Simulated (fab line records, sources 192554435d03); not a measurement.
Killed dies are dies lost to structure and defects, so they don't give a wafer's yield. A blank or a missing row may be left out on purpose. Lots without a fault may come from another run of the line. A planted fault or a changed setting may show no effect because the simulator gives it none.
A struck lot beside a sound one | flow n5_finfet | 16 steps out of a route of 1938
Sound: wafers L185.1, L185.2, L185.4. Struck: wafers L196.3, L196.4, L196.5. The cause comes at the end.
At each step with rows: each side's tool, then ch and its chambers, then its first start. Under that, the readings that differ: sound wafers | struck wafers | difference of the means | sigmas: that difference in standard deviations of wafers without a fault.
alike: readings whose means differ by less than 2 such deviations, and words and numbers that are the same on both sides. not compared: withheld readings, readings that some wafer has no value for, bounds like >300 that may hide the same value, and numbers for which the record gives no deviation and whose values overlap.
The two part at a step that has a row with sigmas, a row that says differs or no value, or rows on one side only. Numbers that don't overlap but have no deviation are shown without sigmas and don't part them. A reading that every wafer of one side lacks parts them only if that side has two wafers or more.

first, 2 steps without rows for these wafers: N5_FIN_SAQP_STRIP_23 (strips in SPM, time 750 s); N5_FIN_SAQP_SRD_66 (time 30 s).
N5_FIN_SAQP_RECESS_75: chemistry HF/NH3, target SiO2, target depth 14.4 nm, afs cycles 3, sublimation time 60 s.
  sound on vapor_etch-01 ch 0,1, day 2 04:54; struck on vapor_etch-02 ch 0,1, day 5 00:08
  alike: drypump_motor_current_A
then, 2 steps without rows for these wafers: N5_FIN_SAQP_SPACER1_ALD_24 (deposits SiO2, target thk 20.3 nm, pulse time 1 s, purge time 2 s); N5_FIN_SAQP_SPACER1_ETCHBACK_25 (etches SiO2 in CHF3/O2, target depth 24.4 nm, time 12.2 s).
N5_FIN_SAQP_MANDREL1_REMOVE_56: chemistry HBr/Cl2/O2, target a-Si, stops on SiNx, bt time 10 s.
  sound on rie_si-01 ch 0,1,2, day 2 06:12; struck on rie_si-01 ch 0,3, day 5 01:23
  alike: drypump_motor_current_A, oes_product_au, throttle_valve_pct
  not compared: rf_hours_counter_h
N5_FIN_SAQP_CD_MEAS_27: target cd 20 nm.
  sound on cd_sem-03 ch 0, day 2 06:19; struck on cd_sem-02 ch 0, day 5 01:30
  alike: cd_nm
N5_FIN_SAQP_ETCH_57: etches SiNx in CH3F/O2, target depth 32.5 nm, time 46.4 s.
  sound on rie_diel-02 ch 0,1,3, day 2 06:22; struck on rie_diel-06 ch 2,3, day 5 01:32
  reading                         | sound          | struck         | difference | sigmas
  showerhead_plenum_p_Torr (Torr) | 2.09 2.10 1.98 | 1.90 1.90 1.97 | -0.13      | -2
  alike: drypump_motor_current_A, etch_rf_on_time_s, oes_product_au, rf_fwd_power_W, rf_vpp_V, throttle_valve_pct
  not compared: rf_hours_counter_h
N5_FIN_SAQP_ETCH_65: etches SiO2 in CF4, target depth 4 nm, time 4.4 s.
  sound on rie_si-03 ch 1,2,3, day 2 06:29; struck on rie_si-03 ch 1,3, day 5 01:39
  alike: drypump_motor_current_A, oes_product_au, rf_fwd_power_W, throttle_valve_pct
  not compared: rf_hours_counter_h
then, 3 steps without rows for these wafers: N5_FIN_SAQP_MANDREL_ETCH_58 (etches a-Si in HBr/Cl2, stops on SiNx, target depth 45 nm, bt time 10 s, time 27 s); N5_FIN_SAQP_RECESS_63 (chemistry HF/NH3, target SiO2, target depth 18 nm, afs cycles 3, sublimation time 60 s); N5_FIN_SAQP_COAT_68 (time 60 s, resist thk 100 nm).
N5_FIN_SAQP_ETCH_69: etches SOC in N2/H2, stops on SiNx, target depth 150 nm.
  sound on rie_diel-01 ch 0,1,3, day 2 07:22; struck on rie_diel-01 ch 0,1,3, day 5 02:13
  reading                                   | sound             | struck            | difference | sigmas
  rf_fwd_power_W (W)                        | 843.0 844.5 845.2 | 994.0 996.6 996.9 | +151.6     | +52
  rf_vpp_V (V)                              | 240.9 241.3 241.2 | 225.3 226.4 226.9 | -14.9      | -11
  model.SOC_of_FIN_SAQP_COAT_68.thk_nm (nm) | 5.2 4.6 6         | 0 0 0             | -5         |
  alike: drypump_motor_current_A, h2_flow_sccm, oes_product_au, showerhead_plenum_p_Torr, throttle_valve_pct
  not compared: rf_hours_counter_h, model.etch.depth_nm
N5_FIN_SAQP_ETCH_67: etches SiNx in CH3F/O2, target depth 30 nm.
  sound on rie_diel-01 ch 0,1,3, day 2 07:25; struck on rie_diel-01 ch 0,1,3, day 5 02:17
  alike: drypump_motor_current_A, oes_product_au, rf_fwd_power_W, rf_vpp_V, showerhead_plenum_p_Torr, throttle_valve_pct
  not compared: rf_hours_counter_h
-- the record jumps here: 7 days lie between the struck wafers' starts before and after (it left off in module FIN_SAQP and takes up again in module BEOL_M4, whose first step shown is number 1111 of the route) --
N5_BEOL_M4_RC_MEAS_101:
  sound on prober-02 ch 0, day 8 01:46; struck on prober-01 ch 0, day 11 19:54
  reading       | sound          | struck         | difference | sigmas
  SS_N (mV/dec) | 72.4 71.7 71.8 | 71.4 70.3 70.6 | -1.2       | -2
  alike: DIBL_N, DIBL_P, IOFF_N, IOFF_P, ION_N, ION_P, SS_P, VT_N, VT_P
-- the record jumps here: 4 days lie between the struck wafers' starts before and after (it left off in module BEOL_M4 and takes up again in module PASSIVATION, whose first step shown is number 1936 of the route) --
N5_PASSIVATION_PROBE_49:
  sound on prober-01, day 12 21:29; struck on prober-01, day 16 04:52
  alike: defect_limited_yield, killed_at_M0_to_M3, killed_at_M4_up, killed_at_contacts, killed_at_front_end, killed_at_other, killed_dies, killed_open, killed_short, sort_bin_5_function, sort_bin_6_memory, sort_n_pass, sort_yield_pct

WHERE THEY PART
First at N5_FIN_SAQP_ETCH_57; last, within this record, at N5_BEOL_M4_RC_MEAS_101. Later steps at which nothing parts them and some readings are alike: N5_PASSIVATION_PROBE_49.

WHY: what the simulator had put in
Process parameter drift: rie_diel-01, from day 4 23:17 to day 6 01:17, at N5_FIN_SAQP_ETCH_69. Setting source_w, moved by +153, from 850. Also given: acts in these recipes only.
